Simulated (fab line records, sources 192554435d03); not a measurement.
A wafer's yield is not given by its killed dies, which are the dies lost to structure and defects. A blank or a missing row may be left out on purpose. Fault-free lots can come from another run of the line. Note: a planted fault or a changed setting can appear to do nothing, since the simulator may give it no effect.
fab line records	flow n5Finfet
[record] lots = 10	wafers = 30	lastDay = 19
route steps=1938 shown BEOL_M1@820 BEOL_M4@1111 PASSIVATION@1936
lots with no fault: from the same line, run without faults
startH: hours from the record's first day to the start of the lot's first wafer shown	waitH: hours from the lot's prior step to this one	" unchanged from the row above	L1.1+2: several wafers, shown together as one row	- no value, or no start was given	* or withheld: withheld	< > ~ a bound
route shown NAME@n: a module of which the file shows steps, and the number in the route of the first	usual: mean/standard deviation taken from wafers without a fault	same: alike in all rows	chamber/n: place in a boat	sites: readings site by site	_std_site: how widely they spread, as a standard deviation	_edge_site: mean of outer sites minus mean of inner sites	radiusMm: how far each site lies from the wafer's centre	mask NAME#n: copy n	behind: the most recent tool/chamber to have shaped the wafer	hold: why the lot was held/for how many hours/how that ended	device: names the non-switching transistor (n, p or np)	end of line: tests run on the same wafers once the route is complete	step lacking rows: just its recipe	killed: the dies lost at the first sort to structure and to defects; this is not the yield of the wafer	map: the dies of a wafer, with x for killed, . for not killed, _ for no die there
set.NAME: the setting that was run; set.NAME@STEP: the one run at that earlier step	model.NAME: the simulator's own value behind a step, which no gauge read
route steps across a sampled set of lots; one table per step, one row per wafer
services: the hour from which a tool's chamber was out of use, counted from the record's first day as startH (under 0 if before that day), plus the number of hours and why
[[steps]]
[step N5_BEOL_M1_SPUTTER_86]
[recipe] material = Cu	targetThkA = 45	tempC = -20	chamberPressurePa = 0.07	powerW = withheld	timeS = 8.29
[usual] throttleValvePct = 30.1/1.1
[same] timeS = 8.29
lot.wafer	tool	chamber	startH	waitH	throttleValvePct
L198.1	pvdSputter-01	-	137.06	0.1	28.9
L198.4	"	-	"	"	30.8
L198.5	"	-	"	"	29.1
L200.2	pvdSputter-03	-	145.94	0.1	30.4
L200.3	"	-	"	"	30.9
L200.6	"	-	"	"	30.9
L211.1	pvdSputter-02	-	212.35	0.1	31.5
L211.2	"	-	"	"	31.4
L211.5	"	-	"	"	29.3
L213.1	pvdSputter-03	-	223.78	0.1	31.1
L213.4	"	-	"	"	30.0
L213.5	"	-	"	"	30.9
L214.3	pvdSputter-02	-	231.09	0.1	31.6
L214.4	"	-	"	"	31.7
L214.5	"	-	"	"	31.4
L215.1	pvdSputter-02	-	232.93	0.1	28.8
L215.3	"	-	"	"	31.5
L215.5	"	-	"	"	31.5
L216.3	pvdSputter-02	-	240.65	0.1	31.6
L216.5	"	-	"	"	28.8
L216.6	"	-	"	"	31.8
L217.1	pvdSputter-02	-	243.57	0.1	31.6
L217.2	"	-	"	"	29.2
L217.4	"	-	"	"	28.8
L218.2	pvdSputter-01	-	253.21	0.1	30.3
L218.5	"	-	"	"	27.9
L218.6	"	-	"	"	29.4
L220.2	pvdSputter-02	-	262.33	0.1	31.4
L220.4	"	-	"	"	28.8
L220.6	"	-	"	"	29.2
[step N5_BEOL_M1_SPUTTER_92]
[recipe] material = Cu	targetThkA = 45	tempC = -20	chamberPressurePa = 0.07	powerW = withheld	timeS = 8.29
[usual] throttleValvePct = 30.1/1.1
[same] timeS = 8.29
lot.wafer	tool	chamber	startH	waitH	throttleValvePct
L198.1	pvdSputter-01	-	137.72	0.1	29.2
L198.4	"	-	"	"	30.6
L198.5	"	-	"	"	29.1
L200.2	pvdSputter-03	-	146.60	0.1	30.4
L200.3	"	-	"	"	30.9
L200.6	"	-	"	"	31.1
L211.1	pvdSputter-02	-	213.01	0.1	31.7
L211.2	"	-	"	"	31.7
L211.5	"	-	"	"	29.2
L213.1	pvdSputter-03	-	224.44	0.1	30.8
L213.4	"	-	"	"	30.1
L213.5	"	-	"	"	30.9
L214.3	pvdSputter-02	-	231.75	0.1	31.6
L214.4	"	-	"	"	31.6
L214.5	"	-	"	"	31.8
L215.1	pvdSputter-02	-	233.59	0.1	29.1
L215.3	"	-	"	"	31.5
L215.5	"	-	"	"	31.5
L216.3	pvdSputter-02	-	241.31	0.1	31.4
L216.5	"	-	"	"	28.8
L216.6	"	-	"	"	31.6
L217.1	pvdSputter-02	-	244.23	0.1	31.5
L217.2	"	-	"	"	29.4
L217.4	"	-	"	"	28.7
L218.2	pvdSputter-01	-	253.87	0.1	30.2
L218.5	"	-	"	"	27.5
L218.6	"	-	"	"	29.5
L220.2	pvdSputter-02	-	262.99	0.1	31.5
L220.4	"	-	"	"	28.9
L220.6	"	-	"	"	29.3
[step N5_BEOL_M1_SPUTTER_94]
[recipe] material = Cu	targetThkA = 45	tempC = -20	chamberPressurePa = 0.07	powerW = withheld	timeS = 8.29
[usual] throttleValvePct = 30.1/1.1
[same] timeS = 8.29
lot.wafer	tool	chamber	startH	waitH	throttleValvePct
L198.1	pvdSputter-01	-	137.94	0.1	28.9
L198.4	"	-	"	"	30.7
L198.5	"	-	"	"	29.2
L200.2	pvdSputter-03	-	146.82	0.1	30.2
L200.3	"	-	"	"	30.9
L200.6	"	-	"	"	30.9
L211.1	pvdSputter-02	-	213.23	0.1	31.5
L211.2	"	-	"	"	31.5
L211.5	"	-	"	"	29.1
L213.1	pvdSputter-03	-	224.66	0.1	30.7
L213.4	"	-	"	"	30.0
L213.5	"	-	"	"	31.0
L214.3	pvdSputter-02	-	231.97	0.1	31.7
L214.4	"	-	"	"	31.5
L214.5	"	-	"	"	31.5
L215.1	pvdSputter-02	-	233.81	0.1	29.0
L215.3	"	-	"	"	31.4
L215.5	"	-	"	"	31.8
L216.3	pvdSputter-02	-	241.53	0.1	31.2
L216.5	"	-	"	"	28.6
L216.6	"	-	"	"	31.8
L217.1	pvdSputter-02	-	244.45	0.1	31.5
L217.2	"	-	"	"	29.5
L217.4	"	-	"	"	28.8
L218.2	pvdSputter-01	-	254.09	0.1	30.3
L218.5	"	-	"	"	27.8
L218.6	"	-	"	"	29.0
L220.2	pvdSputter-02	-	263.21	0.1	31.7
L220.4	"	-	"	"	29.2
L220.6	"	-	"	"	29.5
[step N5_BEOL_M1_ECD_50]
[recipe] material = Cu	targetThkA = 3000
lot.wafer	tool	chamber	startH	waitH
L198.1+4+5	ecdCu-02	1,0,1	138.28	0.1
L200.2+3+6	ecdCu-02	0,1,1	147.16	0.1
L211.1+2+5	ecdCu-01	0,1,0	213.57	0.1
L213.1+4+5	ecdCu-01	1,0,0	225.00	0.1
L214.3+4+5	ecdCu-02	0,1,1	232.32	0.1
L215.1+3+5	ecdCu-02	1,1,0	234.15	0.1
L216.3+5+6	ecdCu-02	1,1,0	241.88	0.1
L217.1+2+4	ecdCu-01	1,0,1	244.79	0.1
L218.2+5+6	ecdCu-01	1,1,0	254.43	0.1
L220.2+4+6	ecdCu-01	1	263.55	0.1
[step N5_BEOL_M1_CMP_52]
[recipe] stopOn = SiOC	tOverpolishS = 6.8	downForcePsi = 1	platenRpm = 50	clearingPlatenDownForcePsi = 1.5	clearingPlatenRpm = 50	postCmpClean = cuAlkaline	targetThkNm = 40	clearingPlatenPadVelocityMS = 0.99484	padVelocityMS = 0.99484
[usual] clearingPlatenDownForcePsi = 1.4995/0.0029	motorCurrentA = 6.2/0.41	timeToEndpointS = 61.8/2.6
lot.wafer	tool	chamber	startH	waitH	clearingPlatenDownForcePsi	motorCurrentA	timeToEndpointS
L198.1	cmp-03	2	138.65	0.3	1.4974	6.7	64.1
L198.4	"	0	"	"	1.4963	6.6	62.5
L198.5	"	2	"	"	1.4973	6.4	65.6
L200.3	cmp-04	3	147.77	0.2	1.4969	5.9	85.3
L200.2	"	0	"	"	1.4962	6.0	63.3
L200.6	"	1	"	"	1.4999	6.2	65.2
L211.2	cmp-02	2	214.02	0.3	1.4991	6.5	62.1
L211.1	"	3	"	"	1.5050	5.9	61.4
L211.5	"	1	"	"	1.5015	5.4	56.2
L213.1	cmp-04	1	225.45	0.3	1.4995	6.0	63.0
L213.4	"	0	"	"	1.5013	5.7	64.6
L213.5	"	2	"	"	1.4959	6.3	61.7
L214.3	cmp-03	1	232.72	0.2	1.5029	6.5	62.9
L214.4	"	2	"	"	1.4998	6.3	66.6
L214.5	"	0	"	"	1.4981	6.7	64.5
L215.1	cmp-03	1	234.63	0.4	1.5034	6.1	64.2
L215.3	"	3	"	"	1.4976	5.8	63.7
L215.5	"	1	"	"	1.4984	5.9	65.4
L216.3	cmp-03	2	242.24	0.2	1.4956	6.8	62.1
L216.6	"	2	"	"	1.4948	6.7	62.7
L216.5	"	3	"	"	1.5012	6.0	61.3
L217.2	cmp-04	1	245.16	0.2	1.5006	6.3	67.7
L217.1	"	2	"	"	1.4988	6.7	66.5
L217.4	"	3	"	"	1.5045	5.6	64.9
L218.2	cmp-04	2	254.86	0.3	1.5011	7.1	62.2
L218.5	"	1	"	"	1.5023	6.2	64.6
L218.6	"	2	"	"	1.5008	7.1	64.0
L220.2	cmp-02	2	263.93	0.2	1.4972	6.4	60.8
L220.4	"	3	"	"	1.5042	5.9	59.1
L220.6	"	3	"	"	1.5008	6.0	60.9
[step N5_BEOL_M4_RC_MEAS_101]
[usual] DIBL_N = 35.9/1.3	DIBL_P = 35.9/1.5	IOFF_N = 0.152/0.023	IOFF_P = 0.204/0.027	ION_N = 673/9.2	ION_P = 462/6.7	SS_N = 71.4/0.48	SS_P = 73.2/0.55	VT_N = 250.3/2.6	VT_P = -250.6/3
lot.wafer	tool	chamber	startH	waitH	DIBL_N[mV/V]	DIBL_P[mV/V]	IOFF_N[nA/um]	IOFF_P[nA/um]	ION_N[uA/um]	ION_P[uA/um]	SS_N[mV/dec]	SS_P[mV/dec]	VT_N[mV]	VT_P[mV]
L198.1	prober-01	0	186.74	0.0	35.9	36.2	0.177	0.208	682	458	71.3	73.9	246.9	-250.4
L198.4	"	0	"	"	35.3	35.8	0.163	0.198	679	459	71.8	73.7	248.9	-251.5
L198.5	"	0	"	"	34.9	36.1	0.159	0.204	676	464	70.8	73.1	248.7	-252.7
L200.2	prober-02	0	210.39	0.2	36.5	37.3	0.167	0.198	677	461	70.8	74.3	249.8	-253.7
L200.3	"	0	"	"	35.0	36.3	0.150	0.182	679	452	71.0	73.0	252.0	-254.3
L200.6	"	0	"	"	36.1	37.1	0.163	0.197	680	462	71.5	73.2	248.3	-251.2
L211.1	prober-01	0	271.93	0.0	33.9	35.3	0.152	0.208	688	474	71.3	72.8	248.7	-248.8
L211.2	"	0	"	"	34.1	36.2	0.156	0.231	682	474	71.0	73.3	250.0	-245.6
L211.5	"	0	"	"	33.2	34.6	0.136	0.201	681	471	70.4	72.7	250.0	-249.4
L213.1	prober-02	0	276.64	0.0	33.7	32.6	0.112	0.168	658	463	71.3	72.2	254.1	-251.2
L213.4	"	0	"	"	37.4	37.8	0.179	0.235	677	469	71.4	74.2	249.8	-248.6
L213.5	"	0	"	"	35.2	34.0	0.140	0.181	664	458	71.7	72.9	250.1	-250.5
L215.1	prober-02	0	302.23	0.0	34.5	36.0	0.143	0.198	681	470	71.5	73.3	252.2	-248.9
L215.3	"	0	"	"	33.8	35.6	0.137	0.187	665	466	71.2	73.1	253.1	-253.0
L215.5	"	0	"	"	35.7	37.6	0.164	0.223	681	467	71.5	73.5	249.4	-251.9
L214.3	prober-01	0	302.78	0.3	36.5	36.9	0.146	0.178	671	459	70.9	73.0	250.3	-251.8
L214.4	"	0	"	"	36.6	37.0	0.141	0.178	660	451	70.4	72.9	250.9	-254.6
L214.5	"	0	"	"	36.1	36.0	0.139	0.168	674	457	71.4	73.4	249.9	-253.8
L217.1	prober-02	0	305.47	0.0	36.1	36.0	0.162	0.183	675	454	71.9	73.0	250.0	-253.1
L217.2	"	0	"	"	36.2	36.6	0.164	0.187	668	455	72.0	73.8	248.5	-255.2
L217.4	"	0	"	"	35.4	35.8	0.149	0.176	669	452	71.4	73.1	250.2	-256.0
L216.3	prober-01	0	305.57	0.3	36.5	36.4	0.174	0.228	688	471	71.9	72.9	246.3	-248.1
L216.5	"	0	"	"	35.8	35.8	0.162	0.218	681	469	72.0	72.9	248.6	-249.2
L216.6	"	0	"	"	36.4	36.3	0.172	0.228	677	468	71.1	72.5	245.5	-247.2
L218.2	prober-02	0	313.59	0.2	35.1	35.8	0.128	0.167	669	455	71.1	73.3	255.3	-254.2
L218.5	"	0	"	"	35.0	36.8	0.132	0.175	668	454	71.7	73.4	253.2	-253.3
L218.6	"	0	"	"	35.1	36.6	0.138	0.171	672	456	71.8	73.2	252.9	-257.5
L220.2	prober-02	0	334.79	0.2	35.3	34.3	0.134	0.219	657	466	71.6	73.2	252.8	-247.0
L220.4	"	0	"	"	35.2	34.4	0.130	0.216	667	471	71.4	72.1	249.9	-247.9
L220.6	"	0	"	"	35.9	35.3	0.146	0.240	678	477	71.1	73.7	251.0	-244.7
[step N5_PASSIVATION_PROBE_49]
[usual] defectLimitedYield = 91.0/1.5	killed_at_M0_to_M3 = 37/12	killed_at_M4_up = 13/5	killedAtContacts = 13/6.1	killedAtFrontEnd = 39/11	killedAtOther = 4/3.2	killedDies = 106/17	killedOnRim = 13/4.2	killedOpen = 69/12	killedShort = 35/7.9	sort_bin_5_function = 5.3/1	sort_bin_6_memory = 3.3/0.68	sortNPass = 1074/17	sortYieldPct = 91.0/1.5
[same] grossDies = 1180	killedAtBackSide = 0	sort_bin_4_leakage[%] = 0	sort_bin_8_speed[%] = 0
lot.wafer	tool	chamber	startH	waitH	defectLimitedYield[%]	killed_at_M0_to_M3	killed_at_M4_up	killedAtContacts	killedAtFrontEnd	killedAtOther	killedDies	killedOnRim	killedOpen	killedShort	sort_bin_5_function[%]	sort_bin_6_memory[%]	sortNPass	sortYieldPct[%]
L216.3	prober-01	-	414.82	0.1	90.6	40	12	22	32	5	111	13	81	29	5.8	3.1	1069	90.6
L216.5	prober-01	-	414.92	0.2	89.4	44	10	30	41	0	125	7	86	35	5.6	4.2	1055	89.4
L216.6	prober-01	-	414.97	0.3	88.5	62	14	22	38	0	136	12	90	45	6.4	4.8	1044	88.5
// killed by level:class
L216.3 MOL_CONTACT_COAG:geometricParticle:open=19 BEOL_M3:geometricParticle:open=11 BEOL_M2:geometricParticle:open=10 BEOL_M0_SAQP:geometricParticle:open=9 BEOL_M0_SAQP:geometricParticle:short=8 FIN_SAQP:geometricParticle:open=7 STI_FIN_REVEAL:geometricParticle:open=5 FIN_SAQP:geometricParticle:short=4
L216.5 MOL_CONTACT_COAG:geometricParticle:open=22 BEOL_M2:geometricParticle:open=17 STI_FIN_REVEAL:geometricParticle:open=8 MOL_CONTACT_COAG:geometricParticle:short=8 BEOL_M4:geometricParticle:open=8 BEOL_M3:geometricParticle:open=8 FIN_SAQP:geometricParticle:short=6 BEOL_M0_SAQP:geometricParticle:short=6
L216.6 BEOL_M0_SAQP:geometricParticle:short=18 BEOL_M0_SAQP:geometricParticle:open=17 MOL_CONTACT_COAG:geometricParticle:open=16 STI_FIN_REVEAL:geometricParticle:open=12 FIN_SAQP:geometricParticle:short=8 BEOL_M2:geometricParticle:open=8 BEOL_M3:geometricParticle:open=8 BEOL_M1:geometricParticle:open=7
[[services]]
tool	chamber	startH	hours	kind
ecdCu-01	-	124.13	1.1	repair
cmp-04	-	136.09	0.9	repair
cmp-02	-	139.93	1.2	repair
cmp-02	-	149.79	7.9	repair
cmp-03	-	156.16	4.0	pm
cmp-03	-	160.16	-	consumableReplace:conditioner
cmp-03	-	160.16	-	consumableReplace:pad
cmp-02	-	182.65	1.8	repair
pvdSputter-03	-	186.76	4.3	repair
cmp-04	-	192.98	3.4	pm
cmp-02	-	197.24	7.9	pm
cmp-03	-	209.79	0.4	repair
cmp-02	-	227.28	4.0	pm
cmp-02	-	231.28	-	consumableReplace:conditioner
cmp-02	-	231.28	-	consumableReplace:pad
cmp-02	-	248.20	7.1	repair
cmp-04	-	255.24	0.7	repair
ecdCu-01	-	255.77	4.6	repair
[[key]]
[firstSign] step = N5_BEOL_M1_CMP_52	reading = timeToEndpointS	direction = up	sigmas = 9	usual = *	struck = *
effect none on later readings
metAt N5_BEOL_M1_ECD_50
struckLots L200
struckWafers L200.3
notActingAt N5_BEOL_M1_SPUTTER_86,N5_BEOL_M1_SPUTTER_92,N5_BEOL_M1_SPUTTER_94
onsetBetween 138.28 147.16
[fault] kind = processParameterDrift	tool = ecdCu-02	chamber = -	onsetH = 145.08	steps = N5_BEOL_M1_ECD_50	channel = targetThkA	offset = *	shape = step	endH = 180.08	scope = struckWafersOnly	actsIn = *	stated = *
